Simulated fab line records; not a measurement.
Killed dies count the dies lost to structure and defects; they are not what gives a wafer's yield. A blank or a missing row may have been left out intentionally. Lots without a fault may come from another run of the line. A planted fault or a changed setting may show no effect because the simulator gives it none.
8D (eight disciplines) problem report, filled in by code ; flow n5_finfet ; the parts of the form that need people (team, actions taken, sign-off) are left out

1. WHAT IS WRONG
Mean of plate_temp_C at N5_GATE_CUT_COAT_27: 202.58 C across 6 wafers in 2 lots; on wafers with no fault it is 204.99 C (standard deviation 0.16). Measured from the usual mean, that is -15 standard deviations.
The step: time 60 s, resist thk 10 nm.
The first sign was on wafer L115.2 at day 8 05:10, on litho_track-01. The record holds 30 wafers of 10 lots with a number at this step. Rule for "out" (also "out of limits"): further than 4 standard deviations from the usual mean. Any other wafer with a number is counted as sound.

2. WHAT THIS IS AND IS NOT
question;is;is not
which readings at this step;plate_temp_C;-
which lots;L115, L118;L102, L103, L104, L105, L108, L117, L121, L122
which wafers of those lots;all that have a number;-
read on which tools;litho_track-01;litho_track-02, litho_track-05
when;from day 8 05:10;"up to then (15 sound wafers); but 9 sound wafers of L117, L121, L122 came after"

3. SUSPECTS, AND WHAT RULES EACH OUT
Counting: a tool stays on the suspect list if, at a process step up to the reading, it processed all lots that are out and no sound lot following the first of them.
- rie_metal-02 at N5_GATE_CUT_ETCH_56 (etches TiN in Cl2/Ar, target depth 21.6 nm): kept. It ran every lot that is out, first L115 (day 8 01:58), and no sound lot after that.
- rie_metal-02 at N5_GATE_CUT_VAPOR_ETCH_60 (etches HfO2 in BCl3/Cl2): kept. It ran every lot that is out, first L115 (day 8 02:05), and no sound lot after that.
- litho_track-01 at N5_GATE_CUT_COAT_27 (time 60 s, resist thk 10 nm): kept. Every lot that is out went through it, starting with L115 (day 8 05:10), and after that it ran no sound lot; the last sound lot it ran before then is L108 (day 6 14:53). Its own plate_temp_C readings are out on those wafers.
Still standing after the count: rie_metal-02 at N5_GATE_CUT_ETCH_56, rie_metal-02 at N5_GATE_CUT_VAPOR_ETCH_60, litho_track-01 at N5_GATE_CUT_COAT_27.

4. THE CAUSE (what the simulator had put in)
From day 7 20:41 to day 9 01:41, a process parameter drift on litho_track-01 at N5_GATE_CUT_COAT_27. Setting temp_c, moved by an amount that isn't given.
This tool is one of the 3 suspects left after counting.

5. SEQUENCE OF EFFECTS, ordered by route
Rows list readings where the struck wafers' mean (over those with a number) sits beyond 3 standard deviations from the usual. Readings are gone through only where the record gives a usual standard deviation; hours: the median, over the lots, of the time from a lot's start at the first step in this table giving one to that lot's start at this step; sigmas: the change measured in usual standard deviations.
hours;step;reading;usual;on struck wafers;change;sigmas
0;N5_GATE_CUT_COAT_27;heater_power_total_W;391.8 W;385.3;-6.5;-5.0
0;N5_GATE_CUT_COAT_27;plate_temp_C;204.99 C;202.58;-2.41;-15
Process steps it contains:
- N5_GATE_CUT_COAT_27: time 60 s, resist thk 10 nm.
Later steps that measure or inspect, where all struck wafers having a row at the step show a number for every such reading and not one has moved that far: N5_BEOL_M4_RC_MEAS_101.

6. WHAT WOULD HAVE CAUGHT IT SOONER
8 hours passed between the start of the fault at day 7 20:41 and the first reading out of limits in this record, taken at day 8 05:10.
